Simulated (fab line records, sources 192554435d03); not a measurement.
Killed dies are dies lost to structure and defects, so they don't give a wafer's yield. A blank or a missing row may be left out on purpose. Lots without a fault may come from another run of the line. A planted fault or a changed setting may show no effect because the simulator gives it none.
Chamber matching | flow n5_finfet | N5_BEOL_M3_STRIP_19 on rie_diel-06: 4 sister chambers
The step strips in O2. 14 wafers are shown with their chamber, then 7 later ones without.

WAFERS WITH THEIR CHAMBER
wafer  | chamber | showerhead_plenum_p_Torr (Torr) | oes_product_au (a.u.) | throttle_valve_pct (%)
L997.2 | 1       | 2.06                            | 0.98                  | 16.64
L997.4 | 3       | 1.98                            | 0.69                  | 16.56
L997.5 | 1       | 2.06                            | 0.98                  | 16.63
L999.1 | 2       | 2.12                            | 0.80                  | 16.59
L999.4 | 3       | 1.98                            | 0.70                  | 16.57
L999.6 | 1       | 2.06                            | 0.96                  | 16.62
L101.1 | 0       | 2.19                            | 0.77                  | 16.68
L101.3 | 1       | 2.06                            | 0.94                  | 16.61
L101.4 | 3       | 1.98                            | 0.68                  | 16.58
L103.1 | 3       | 1.98                            | 0.67                  | 16.59
L103.2 | 0       | 2.19                            | 0.76                  | 16.68
L103.4 | 1       | 2.06                            | 0.93                  | 16.64
L115.1 | 0       | 2.18                            | 0.74                  | 16.73
L115.4 | 2       | 2.10                            | 0.77                  | 16.65

SIGNATURES (means of the wafers above)
reading                  | chamber 0 | chamber 1 | chamber 2 | chamber 3 | scatter within a chamber
showerhead_plenum_p_Torr | 2.1867    | 2.0600    | 2.1100    | 1.9800    | 0.00516
oes_product_au           | 0.7567    | 0.9580    | 0.7850    | 0.6850    | 0.0187
throttle_valve_pct       | 16.6967   | 16.6280   | 16.6200   | 16.5750   | 0.0216
Rule: a wafer's distance from a chamber is the root of the sum, over the readings, of the square of ((its reading less the chamber's mean) divided by the reading's scatter). The wafer belongs to the nearest chamber; if the next one is less than 2 further off, it can't be placed. The scatter: the root of (the sum of the squares of (reading less its chamber's mean) over the shown wafers, divided by (wafers less chambers)).

WAFERS WITHOUT THEIR CHAMBER
wafer  | showerhead_plenum_p_Torr (Torr) | oes_product_au (a.u.) | throttle_valve_pct (%)
L115.5 | 2.05                            | 0.89                  | 16.68
L118.3 | 2.05                            | 0.89                  | 16.68
L118.4 | 2.10                            | 0.77                  | 16.67
L118.6 | 2.24                            | 0.98                  | 16.13
L119.3 | 2.23                            | 0.96                  | 16.13
L119.4 | 2.18                            | 0.74                  | 16.75
L119.5 | 2.24                            | 0.95                  | 16.14

WHICH CHAMBER EACH WENT THROUGH
wafer  | from the rows above | in truth
L115.5 | 1                   | 1
L118.3 | 1                   | 1
L118.4 | 2                   | 2
L118.6 | 0                   | 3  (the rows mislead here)
L119.3 | 0                   | 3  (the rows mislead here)
L119.4 | 0                   | 0
L119.5 | 0                   | 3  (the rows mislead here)
Placed correctly: 4 of 7. Can't be placed from these rows: 0. Placed wrongly: 3.
